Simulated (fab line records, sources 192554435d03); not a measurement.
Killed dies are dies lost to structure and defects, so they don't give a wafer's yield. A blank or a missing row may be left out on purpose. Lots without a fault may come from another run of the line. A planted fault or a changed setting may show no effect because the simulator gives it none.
Which tool did it? | flow n5_finfet | 9 lots, 26 wafers sampled, at 6 steps of a route of 1938

WHAT THE GAUGES READ, wafer by wafer
N5_BEOL_M2_INSPECT_59: inspects for defects (darkfield). Usual: raw_defect_count 74, standard deviation 25.
lot  | measured     | on                | raw_defect_count | flag
L174 | day 6 22:05  | defect_inspect-01 | 67 69 46         |
L176 | day 7 11:22  | defect_inspect-01 | 118 86 88        |
L180 | day 8 07:22  | defect_inspect-02 | 86 115           |
L188 | day 10 18:36 | defect_inspect-02 | 118 99 107       |
L190 | day 10 21:39 | defect_inspect-02 | 36 54 50         |
L189 | day 11 00:50 | defect_inspect-02 | 68 128 148       |
L191 | day 11 03:32 | defect_inspect-01 | 57 83 95         |
L192 | day 11 11:31 | defect_inspect-01 | 70 51 39         |
L194 | day 11 22:41 | defect_inspect-02 | 63 61 56         |

N5_BEOL_M3_THK_MEAS_01. Usual: M3_ILD_THK 78.9 nm, standard deviation 0.94.
lot  | measured     | on            | M3_ILD_THK (nm) | flag
L174 | day 6 22:11  | film_metro-02 | 78.4 80.7 80.2  |
L176 | day 7 11:28  | film_metro-01 | 113.2 78.6 79.6 | OFF
L180 | day 8 07:28  | film_metro-02 | 112.8 79.6      | OFF
L188 | day 10 18:43 | film_metro-02 | 78.3 79.7 80.1  |
L190 | day 10 21:46 | film_metro-02 | 77.7 78.7 78.7  |
L189 | day 11 00:56 | film_metro-01 | 76.8 77.0 77.8  |
L191 | day 11 03:38 | film_metro-02 | 79.9 78.9 78.1  |
L192 | day 11 11:37 | film_metro-01 | 78.2 78.9 79.4  |
L194 | day 11 22:47 | film_metro-01 | 78.0 78.4 80.0  |

N5_BEOL_M4_RC_MEAS_101. Usual: DIBL_N 36.3 mV/V, standard deviation 1; DIBL_P 36.2 mV/V, standard deviation 1.4; IOFF_N 0.157 nA/um, standard deviation 0.021; IOFF_P 0.206 nA/um, standard deviation 0.025; ION_N 673 uA/um, standard deviation 9; ION_P 461 uA/um, standard deviation 6.4; SS_N 71.5 mV/dec, standard deviation 0.5; SS_P 73.2 mV/dec, standard deviation 0.47; VT_N 249.9 mV, standard deviation 2.4; VT_P -250.6 mV, standard deviation 2.9.
lot  | measured     | on        | DIBL_N (mV/V)  | DIBL_P (mV/V)  | IOFF_N (nA/um)    | IOFF_P (nA/um)    | ION_N (uA/um) | ION_P (uA/um) | SS_N (mV/dec)  | SS_P (mV/dec)  | VT_N (mV)         | VT_P (mV)            | flag
L174 | day 8 00:16  | prober-01 | 35.0 35.3 35.6 | 35.5 34.7 35.7 | 0.131 0.128 0.131 | 0.174 0.170 0.179 | 674 664 665   | 456 452 456   | 71.2 71.7 70.8 | 72.7 73.0 72.5 | 252.7 252.4 254.0 | -254.4 -255.1 -254.1 |
L176 | day 8 10:29  | prober-02 | 35.5 37.9      | 36.1 38.2      | 0.134 0.171       | 0.194 0.225       | 657 669       | 452 461       | 71.6 72.7      | 73.6 74.3      | 255.2 250.0       | -251.2 -252.0        |
L180 | day 9 10:19  | prober-01 | 38.3           | 37.6           | 0.181             | 0.226             | 686           | 469           | 71.5           | 73.5           | 250.7             | -250.6               |
L188 | day 11 11:57 | prober-01 | 36.6 36.8 36.1 | 36.7 36.7 34.8 | 0.187 0.202 0.169 | 0.259 0.271 0.233 | 685 687 682   | 470 475 471   | 71.7 71.7 71.1 | 73.0 72.9 72.7 | 247.2 243.5 247.3 | -244.2 -244.8 -248.5 |
L190 | day 11 15:38 | prober-01 | 36.5 38.0 36.4 | 35.7 37.5 35.4 | 0.142 0.169 0.138 | 0.199 0.228 0.196 | 665 666 658   | 454 463 456   | 71.3 71.4 71.1 | 73.1 73.5 73.1 | 250.0 249.7 250.6 | -250.1 -248.1 -253.0 |
L189 | day 11 23:32 | prober-02 | 35.6 37.0 36.3 | 35.0 35.2 35.1 | 0.139 0.150 0.145 | 0.220 0.224 0.217 | 666 671 661   | 466 462 462   | 71.5 71.8 71.1 | 72.8 73.1 72.9 | 251.5 250.7 251.4 | -247.1 -247.0 -247.4 |
L191 | day 12 04:47 | prober-02 | 35.6 36.8 36.5 | 35.9 37.1 37.8 | 0.151 0.173 0.172 | 0.179 0.206 0.214 | 665 666 678   | 455 455 463   | 70.6 71.6 71.6 | 73.3 72.8 73.4 | 248.0 250.0 248.5 | -254.9 -251.5 -252.5 |
L192 | day 12 07:06 | prober-01 | 37.3 37.6 36.7 | 38.0 38.4 36.6 | 0.173 0.181 0.157 | 0.249 0.255 0.226 | 690 685 674   | 471 480 466   | 72.1 72.4 72.5 | 73.8 73.7 72.7 | 249.4 245.4 247.9 | -244.6 -244.6 -248.5 |
L194 | day 12 23:17 | prober-01 | 35.8 34.6 35.3 | 36.5 35.0 35.7 | 0.162 0.136 0.152 | 0.227 0.198 0.210 | 680 670 677   | 469 467 468   | 71.4 71.5 71.4 | 74.0 72.7 73.7 | 245.4 251.9 251.6 | -247.4 -251.0 -245.4 |

WHICH TOOL RAN EACH LOT (tool, then ch and the chambers of the sampled wafers, then the start)
lot  | N5_BEOL_M2_CMP_52             | N5_BEOL_M3_ILD_DEP_00           | N5_BEOL_M3_HM_DEP_02
L174 | cmp-04 ch 0,1,3, day 6 21:37  | pecvd-01 ch 0,1,2, day 6 22:07  | pvd_sputter-01, day 6 23:35
L176 | cmp-03 ch 1,2, day 7 10:41    | pecvd-01 ch 0,2, day 7 11:24    | pvd_sputter-02, day 7 13:40
L180 | cmp-01 ch 0,3, day 8 06:52    | pecvd-01 ch 2, day 8 07:24      | pvd_sputter-01, day 8 09:38
L188 | cmp-03 ch 1,2,3, day 10 17:59 | pecvd-01 ch 0,2, day 10 18:38   | pvd_sputter-03, day 10 20:36
L190 | cmp-04 ch 1,2,3, day 10 21:07 | pecvd-01 ch 0,1, day 10 21:41   | pvd_sputter-02, day 10 22:11
L189 | cmp-03 ch 0,2,3, day 11 00:16 | pecvd-01 ch 0,1,2, day 11 00:52 | pvd_sputter-01, day 11 02:35
L191 | cmp-04 ch 0,3, day 11 02:57   | pecvd-03 ch 0,1,2, day 11 03:35 | pvd_sputter-03, day 11 06:28
L192 | cmp-04 ch 1,2, day 11 10:56   | pecvd-01 ch 0,1, day 11 11:34   | pvd_sputter-02, day 11 11:58
L194 | cmp-03 ch 0,2,3, day 11 22:08 | pecvd-01 ch 1,2, day 11 22:43   | pvd_sputter-01, day 11 23:45
- N5_BEOL_M2_CMP_52: polishes, stops on SiOC, t overpolish 6.8 s, target thk 40 nm.
- N5_BEOL_M3_ILD_DEP_00: deposits SiOC from DEMS/O2, target thk 79 nm, time 15.3 s.
- N5_BEOL_M3_HM_DEP_02: deposits TiN, target thk 20 nm.

WHAT THE TOOLS THEMSELVES READ (means of the sampled wafers that have a number; where no wafer has one, the mark that the record gives instead)
N5_BEOL_M2_CMP_52. Usual: barrier_field_endpoint_s 24.5 s, standard deviation 0.62; motor_current_A 6.2 A, standard deviation 0.67; overpolish_run_s 6.799 s, standard deviation 0.0091; slurry_flow_ml_min 150.0, standard deviation 0.52; time_to_endpoint_s 62.6 s, standard deviation 2.6.
lot  | tool   | barrier_field_endpoint_s (s) | motor_current_A (A) | overpolish_run_s (s) | slurry_flow_ml_min | time_to_endpoint_s (s) | flag
L174 | cmp-04 | 25.4                         | 6.7                 | 6.799                | 149.8              | 64.9                   |
L176 | cmp-03 | 23.6                         | 6.0                 | 6.801                | 149.9              | 59.1                   |
L180 | cmp-01 | 24.4                         | 6.3                 | 6.796                | 150.1              | 61.9                   |
L188 | cmp-03 | 23.8                         | 6.1                 | 6.798                | 150.2              | 63.1                   |
L190 | cmp-04 | 24.4                         | 7.1                 | 6.808                | 150.2              | 61.4                   |
L189 | cmp-03 | 24.7                         | 6.0                 | 6.800                | 150.4              | 65.4                   |
L191 | cmp-04 | 24.2                         | 6.1                 | 6.802                | 149.9              | 62.7                   |
L192 | cmp-04 | 24.7                         | 7.2                 | 6.789                | 150.0              | 63.8                   |
L194 | cmp-03 | 24.8                         | 5.9                 | 6.799                | 150.0              | 65.9                   |

N5_BEOL_M3_ILD_DEP_00. Usual: heater_power_w 530 W, standard deviation 86; showerhead_plenum_p_Torr 5.692 Torr, standard deviation 0.014; susceptor_temp_C 350.01 C, standard deviation 0.21; throttle_valve_pct 12.1 %, standard deviation 0.57.
lot  | tool     | heater_power_w (W) | showerhead_plenum_p_Torr (Torr) | susceptor_temp_C (C) | throttle_valve_pct (%) | flag
L174 | pecvd-01 | 547                | 5.692                           | 350.01               | 12.3                   |
L176 | pecvd-01 | 480                | 5.682                           | 350.01               | 11.8                   |
L180 | pecvd-01 | 414                | 5.675                           | 349.85               | 11.5                   |
L188 | pecvd-01 | 531                | 5.680                           | 350.03               | 12.0                   |
L190 | pecvd-01 | 640                | 5.696                           | 350.08               | 12.6                   |
L189 | pecvd-01 | 561                | 5.691                           | 349.97               | 12.0                   |
L191 | pecvd-03 | 445                | 5.706                           | 349.92               | 12.0                   |
L192 | pecvd-01 | 542                | 5.687                           | 350.04               | 12.9                   |
L194 | pecvd-01 | 563                | 5.692                           | 349.90               | 12.4                   |

N5_BEOL_M3_HM_DEP_02. Usual: susceptor_temp_C 24.98 C, standard deviation 0.1; throttle_valve_pct 29.7 %, standard deviation 1.3.
lot  | tool           | susceptor_temp_C (C) | throttle_valve_pct (%) | flag
L174 | pvd_sputter-01 | 25.08                | 29.6                   |
L176 | pvd_sputter-02 | 25.10                | 29.4                   |
L180 | pvd_sputter-01 | 25.10                | 29.7                   |
L188 | pvd_sputter-03 | 24.95                | 29.6                   |
L190 | pvd_sputter-02 | 24.89                | 29.7                   |
L189 | pvd_sputter-01 | 25.05                | 29.2                   |
L191 | pvd_sputter-03 | 25.02                | 29.0                   |
L192 | pvd_sputter-02 | 24.95                | 29.1                   |
L194 | pvd_sputter-01 | 25.06                | 29.1                   |

THE ANSWER, worked out from the rows above alone
Rule: a lot is off if the mean of its wafers that have a number lies more than 3 standard deviations from the usual mean. A lot without any number at a reading at which 4 lots or more have one is off too. The other lots that the step has rows for count as sound. The gauges are gone through in route order, then the tools' own readings, and for those a lot's mean is taken as printed above. The first step at which some lot is off is used, and at that step the reading that is off furthest; a lot without a number counts as furthest.
Off: L176, L180, at N5_BEOL_M3_THK_MEAS_01 (M3_ILD_THK).
A tool fits if, at a process step before that reading, it ran every lot that is off, and no sound lot after the first of them. The gauges at N5_BEOL_M3_THK_MEAS_01 are tried like those tools. None of those tried fits.

WHAT THE SIMULATOR HAD PUT IN
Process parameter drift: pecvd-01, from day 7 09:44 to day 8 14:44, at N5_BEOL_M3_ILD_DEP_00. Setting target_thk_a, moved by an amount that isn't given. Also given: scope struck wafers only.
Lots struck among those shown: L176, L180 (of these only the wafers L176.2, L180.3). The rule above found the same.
